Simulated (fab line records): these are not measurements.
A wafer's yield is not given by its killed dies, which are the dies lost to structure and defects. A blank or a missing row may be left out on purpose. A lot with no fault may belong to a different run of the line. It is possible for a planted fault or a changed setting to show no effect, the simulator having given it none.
fab line records    flow nand_harc    part 2 of 2: steps 5 to 6 of 6
record lots=19  wafers=57  last_day=25
route steps=1159 shown A_STAIRCASE@592
lots untouched by any fault: they come from a run of this same line in which no faults occurred
start_h: start of the lot's first displayed wafer, in hours after the record's first day    wait_h: hours elapsed since this lot's preceding step    " identical to the entry in the row above    L1.1+2: one row covering several wafers at once    - either no value or no given start    * or withheld: withheld    < > ~ a bound
route shown NAME@n: a module of which the file shows steps, and the number in the route of the first    usual: mean/standard deviation of fault-free wafers    same: alike in all rows    chamber/n: place in a boat    sites: the reading at each site    _std_site: standard deviation across them    _edge_site: outer sites' mean less inner sites'    radius_mm: how far each site lies from the wafer's centre    mask NAME#n: copy n    behind: the tool/chamber that last shaped the wafer    hold: the reason the lot was held/the length of the hold in hours/how it ended    device: the transistor (n, p or np) that didn't switch    end of line: the route-end tests of the same wafers    a step with no rows: only its recipe    killed: at the first sort, the dies lost to defects and structure; wafer yield is something else    map: the dies of a wafer, with x for killed, . for not killed, _ for no die there
set.NAME: setting as actually run; set.NAME@STEP: the setting as run at that earlier step    model.NAME: the simulator's own value behind a step, which no gauge read
route steps across a sampled set of lots; one table per step, one row per wafer
services: when a tool's chamber went out of use (start_h, in hours from the record's first day, below 0 if earlier), for how many hours, and the reason
## steps
# step NHARC_A_STAIRCASE_ETCH_452
# recipe target_depth_a=300  overetch_a=30  time_s=16.5  ion_energy_ev=100  cf4_flow_sccm=80  o2_flow_sccm=20  ar_flow_sccm=0  rf_w=300  bias_w=100  chemistry=CF4/O2
# usual bias_w=100.1/0.3  drypump_motor_current_A=6.0/0.39  oes_product_au=1.001/0.012  rf_vpp_V=198.3/1.3  showerhead_plenum_p_Torr=1.36/0.053  throttle_valve_pct=13.396/0.0086
lot.wafer  tool         chamber  start_h  wait_h  bias_w  drypump_motor_current_A  oes_product_au  rf_hours_counter_h  rf_vpp_V  showerhead_plenum_p_Torr  throttle_valve_pct
L075.1     rie_diel-07  3        -        -       100.3   5.5                      0.985           4                   198.0     1.40                      13.395
L075.3     "            0        "        "       100.5   6.3                      1.010           5                   199.7     1.40                      13.409
L075.6     "            2        "        "       100.3   6.0                      0.993           -                   199.5     1.43                      13.385
L078.1     rie_diel-07  3        -        -       100.5   5.5                      0.981           11                  199.9     1.40                      13.399
L078.4     "            0        "        "       99.4    6.3                      1.018           12                  198.5     1.40                      13.389
L078.3     "            1        "        "       100.0   5.4                      1.020           11                  199.5     1.32                      13.400
L077.2     rie_diel-06  3        -        -       100.0   5.7                      0.980           8                   200.6     1.36                      13.390
L077.4     "            2        "        "       100.2   6.5                      0.991           8                   197.2     1.36                      13.400
L077.5     "            3        "        "       99.6    5.7                      0.992           -                   198.3     1.36                      13.377
L080.2     rie_diel-02  1        -        -       100.5   6.7                      0.995           47                  199.3     1.39                      13.405
L080.5     "            3        "        "       100.8   5.9                      0.984           -                   195.4     1.24                      13.407
L080.6     "            0        "        "       99.8    5.7                      0.982           -                   195.8     1.23                      13.394
L081.1     rie_diel-07  0        -        -       99.6    6.3                      1.008           21                  198.6     1.39                      13.394
L081.4     "            2        "        "       99.7    6.0                      1.002           -                   199.8     1.43                      13.390
L081.6     "            3        "        "       100.6   5.5                      0.983           -                   199.6     1.40                      13.392
L082.2     rie_diel-07  3        -        -       100.2   5.5                      0.989           26                  197.9     1.39                      13.388
L082.3     "            1        "        "       100.0   5.4                      1.018           19                  199.2     1.32                      13.408
L082.5     "            0        "        "       99.7    6.3                      1.015           -                   201.3     1.39                      13.380
L083.1     rie_diel-07  3        -        -       100.2   5.5                      0.997           27                  198.1     1.39                      13.401
L083.3     "            0        "        "       100.6   6.3                      1.018           27                  200.4     1.39                      13.405
L083.2     "            2        "        "       99.9    6.0                      0.997           26                  198.9     1.43                      13.387
L085.3     rie_diel-06  1        -        -       100.3   6.3                      1.006           22                  197.0     1.33                      13.387
L085.1     "            0        "        "       100.2   6.3                      1.006           24                  196.1     1.27                      13.388
L085.6     "            1        "        "       100.2   6.3                      1.000           -                   196.4     1.33                      13.387
L084.1     rie_diel-07  1        -        -       100.1   5.4                      1.018           22                  196.5     1.32                      13.384
L084.2     "            2        "        "       100.1   6.0                      0.996           27                  198.3     1.42                      13.396
L084.6     "            2        "        "       100.1   6.0                      0.993           -                   199.9     1.42                      13.384
L086.4     rie_diel-07  0        -        -       99.7    6.3                      1.012           38                  198.9     1.39                      13.383
L086.1     "            1        "        "       100.1   5.4                      1.010           31                  197.9     1.32                      13.397
L086.6     "            0        "        "       99.8    6.3                      1.013           -                   198.9     1.39                      13.387
L087.3     rie_diel-06  2        -        -       99.8    6.5                      0.993           28                  198.5     1.36                      13.395
L087.4     "            3        "        "       100.0   5.7                      0.999           34                  198.9     1.36                      13.401
L087.5     "            1        "        "       100.3   6.3                      1.016           -                   197.6     1.32                      13.402
L089.3     rie_diel-06  0        346.13   -       100.0   6.3                      1.025           37                  195.0     1.27                      13.386
L089.5     "            0        "        "       100.0   6.3                      1.009           -                   196.8     1.27                      13.401
L089.6     "            1        "        "       99.9    6.2                      1.005           -                   197.4     1.32                      13.403
L090.1     rie_diel-06  1        -        -       99.8    6.2                      1.024           36                  197.2     1.32                      13.397
L090.3     "            0        "        "       100.2   6.3                      1.017           38                  197.5     1.27                      13.394
L090.6     "            1        "        "       100.0   6.2                      1.012           -                   198.2     1.32                      13.374
L091.1     rie_diel-06  0        -        -       100.0   6.3                      1.024           42                  195.2     1.26                      13.405
L091.3     "            2        "        "       100.6   6.4                      0.997           35                  197.2     1.36                      13.393
L091.4     "            1        "        "       99.6    6.2                      1.005           -                   198.6     1.32                      13.392
L093.4     rie_diel-07  0        -        -       99.7    6.3                      1.017           54                  201.0     1.39                      13.393
L093.2     "            1        "        "       100.6   5.4                      1.009           46                  196.9     1.31                      13.402
L093.5     "            3        "        "       100.1   5.4                      0.990           -                   199.3     1.39                      13.408
L094.1     rie_diel-07  1        -        -       100.0   5.4                      0.997           47                  197.0     1.31                      13.410
L094.3     "            2        "        "       100.1   6.0                      1.000           48                  199.3     1.42                      13.404
L094.5     "            2        "        "       99.7    6.0                      1.000           -                   199.2     1.42                      13.397
L096.1     rie_diel-06  1        -        -       99.9    6.2                      1.004           49                  198.7     1.32                      13.406
L096.6     "            1        "        "       99.5    6.2                      0.995           -                   198.3     1.32                      13.395
L096.5     "            2        "        "       99.8    6.4                      0.982           -                   198.3     1.35                      13.379
L095.3     rie_diel-07  1        -        -       100.3   5.4                      1.015           50                  197.5     1.31                      13.390
L095.2     "            2        "        "       99.9    6.0                      0.996           53                  199.9     1.42                      13.405
L095.1     "            3        "        "       99.6    5.4                      0.993           56                  199.7     1.39                      13.406
L097.3     rie_diel-02  3        -        -       100.1   5.8                      0.984           30                  200.5     1.44                      13.405
L097.2     "            0        "        "       100.1   5.7                      0.971           13                  199.7     1.44                      13.398
L097.5     "            2        "        "       100.3   6.2                      0.994           -                   198.4     1.36                      13.396
# step NHARC_A_STAIRCASE_STRIP_316
# recipe o2_flow_sccm=500  ar_flow_sccm=0  bias_w=0  chemistry=O2
# usual drypump_motor_current_A=6.1/0.38  oes_product_au=0.999/0.011  rf_vpp_V=57.9/0.93  showerhead_plenum_p_Torr=3.56/0.15  throttle_valve_pct=17.037/0.009
# same bias_w=0
lot.wafer  tool         chamber  start_h  wait_h  drypump_motor_current_A  oes_product_au  rf_hours_counter_h  rf_vpp_V  showerhead_plenum_p_Torr  throttle_valve_pct
L075.1     rie_diel-06  0        -        -       6.4                      1.001           2                   57.0      3.37                      17.044
L075.3     "            2        "        "       6.5                      0.987           3                   58.4      3.60                      17.029
L075.6     "            0        "        "       6.4                      0.994           -                   56.8      3.37                      17.047
L078.1     rie_diel-02  3        -        -       5.8                      0.998           48                  56.7      3.28                      17.028
L078.4     "            0        "        "       5.7                      0.987           48                  58.4      3.27                      17.038
L078.3     "            2        "        "       6.3                      0.990           46                  57.7      3.61                      17.034
L077.2     rie_diel-02  2        -        -       6.3                      1.002           47                  58.7      3.60                      17.044
L077.4     "            0        "        "       5.7                      0.980           50                  56.1      3.27                      17.028
L077.5     "            1        "        "       6.7                      1.000           -                   58.0      3.68                      17.042
L080.2     rie_diel-06  3        -        -       5.8                      1.001           16                  59.6      3.60                      17.026
L080.6     "            0        "        "       6.4                      1.008           -                   57.7      3.36                      17.054
L080.5     "            1        "        "       6.2                      0.998           -                   59.3      3.51                      17.031
L081.1     rie_diel-02  0        -        -       5.7                      0.992           60                  56.7      3.26                      17.024
L081.4     "            1        "        "       6.7                      0.997           55                  57.1      3.67                      17.036
L081.6     "            2        "        "       6.3                      0.997           -                   57.6      3.60                      17.028
L082.2     rie_diel-02  3        -        -       5.8                      0.988           63                  56.7      3.27                      17.046
L082.3     "            1        "        "       6.7                      0.991           57                  57.5      3.67                      17.047
L082.5     "            0        "        "       5.7                      0.978           -                   58.0      3.26                      17.025
L083.1     rie_diel-06  2        -        -       6.4                      0.980           21                  59.0      3.59                      17.029
L083.3     "            3        "        "       5.7                      1.000           25                  58.9      3.59                      17.048
L083.2     "            1        "        "       6.2                      0.989           25                  57.6      3.50                      17.050
L085.1     rie_diel-02  3        -        -       5.8                      1.000           65                  57.1      3.27                      17.047
L085.3     "            2        "        "       6.3                      0.982           64                  59.1      3.60                      17.041
L085.6     "            2        "        "       6.3                      0.987           -                   58.3      3.60                      17.023
L084.2     rie_diel-02  3        -        -       5.8                      0.986           66                  55.5      3.27                      17.038
L084.1     "            2        "        "       6.3                      0.982           64                  58.0      3.60                      17.027
L084.6     "            3        "        "       5.8                      1.000           -                   57.8      3.27                      17.040
L086.1     rie_diel-06  0        -        -       6.4                      1.014           37                  57.7      3.35                      17.029
L086.4     "            2        "        "       6.5                      0.993           30                  58.0      3.58                      17.055
L086.6     "            3        "        "       5.7                      1.004           -                   56.5      3.59                      17.029
L087.3     rie_diel-07  1        -        -       5.4                      1.012           33                  58.1      3.48                      17.041
L087.4     "            3        "        "       5.5                      0.990           39                  57.6      3.67                      17.038
L087.5     "            1        "        "       5.4                      1.008           -                   56.6      3.48                      17.039
L089.3     rie_diel-07  0        -        -       6.3                      0.996           44                  58.4      3.67                      17.052
L089.5     "            3        "        "       5.5                      0.973           -                   58.3      3.67                      17.044
L089.6     "            0        "        "       6.3                      1.003           -                   58.0      3.67                      17.024
L090.1     rie_diel-07  2        -        -       6.0                      1.010           44                  57.6      3.75                      17.032
L090.3     "            3        "        "       5.5                      0.982           46                  59.7      3.67                      17.051
L090.6     "            1        "        "       5.4                      1.006           -                   56.9      3.48                      17.048
L091.3     rie_diel-02  1        -        -       6.7                      1.015           13                  58.6      3.66                      17.028
L091.1     "            2        "        "       6.3                      0.998           13                  57.3      3.59                      17.020
L091.4     "            2        "        "       6.3                      1.007           -                   55.7      3.59                      17.043
L093.4     rie_diel-06  3        -        -       5.7                      1.002           47                  56.3      3.58                      17.036
L093.2     "            0        "        "       6.3                      1.001           48                  58.3      3.35                      17.034
L093.5     "            2        "        "       6.4                      0.996           -                   57.4      3.57                      17.034
L094.3     rie_diel-07  2        -        -       6.0                      0.996           53                  57.8      3.74                      17.029
L094.1     "            1        "        "       5.4                      1.012           50                  56.8      3.47                      17.045
L094.5     "            2        "        "       6.0                      0.993           -                   58.9      3.74                      17.041
L096.1     rie_diel-06  2        -        -       6.4                      0.991           46                  58.7      3.57                      17.042
L096.6     "            1        "        "       6.2                      0.998           -                   56.7      3.49                      17.041
L096.5     "            2        "        "       6.4                      0.981           -                   58.2      3.57                      17.028
L095.3     rie_diel-07  1        -        -       5.5                      1.023           52                  56.7      3.47                      17.039
L095.1     "            2        "        "       6.1                      1.005           55                  56.7      3.74                      17.045
L095.2     "            3        "        "       5.5                      1.002           57                  57.5      3.66                      17.023
L097.3     rie_diel-06  3        -        -       5.7                      0.994           53                  57.7      3.58                      17.027
L097.2     "            0        "        "       6.4                      1.007           63                  56.3      3.34                      17.038
L097.5     "            3        "        "       5.7                      0.995           -                   57.6      3.58                      17.046
## services
tool         chamber  start_h  hours  kind
rie_diel-06  0        220.33   -      clean
rie_diel-06  1        220.33   -      clean
rie_diel-06  2        220.33   -      clean
rie_diel-06  3        220.33   -      clean
rie_diel-07  -        228.23   9.0    pm
rie_diel-06  -        241.20   9.0    pm
rie_diel-06  0        241.20   9.0    vent_cycle
rie_diel-06  1        241.20   9.0    vent_cycle
rie_diel-06  2        241.20   9.0    vent_cycle
rie_diel-06  3        241.20   9.0    vent_cycle
rie_diel-06  0        250.20   -      clean
rie_diel-06  1        250.20   -      clean
rie_diel-06  2        250.20   -      clean
rie_diel-06  3        250.20   -      clean
rie_diel-06  0        274.70   -      clean
rie_diel-06  1        274.70   -      clean
rie_diel-06  2        274.70   -      clean
rie_diel-07  1        287.55   13.4   repair
rie_diel-06  2        289.33   6.8    repair
rie_diel-02  0        318.79   4.1    repair
rie_diel-02  -        327.76   9.0    pm
rie_diel-06  3        360.12   2.1    repair
rie_diel-07  -        396.21   0.8    repair
rie_diel-07  -        405.23   9.0    pm
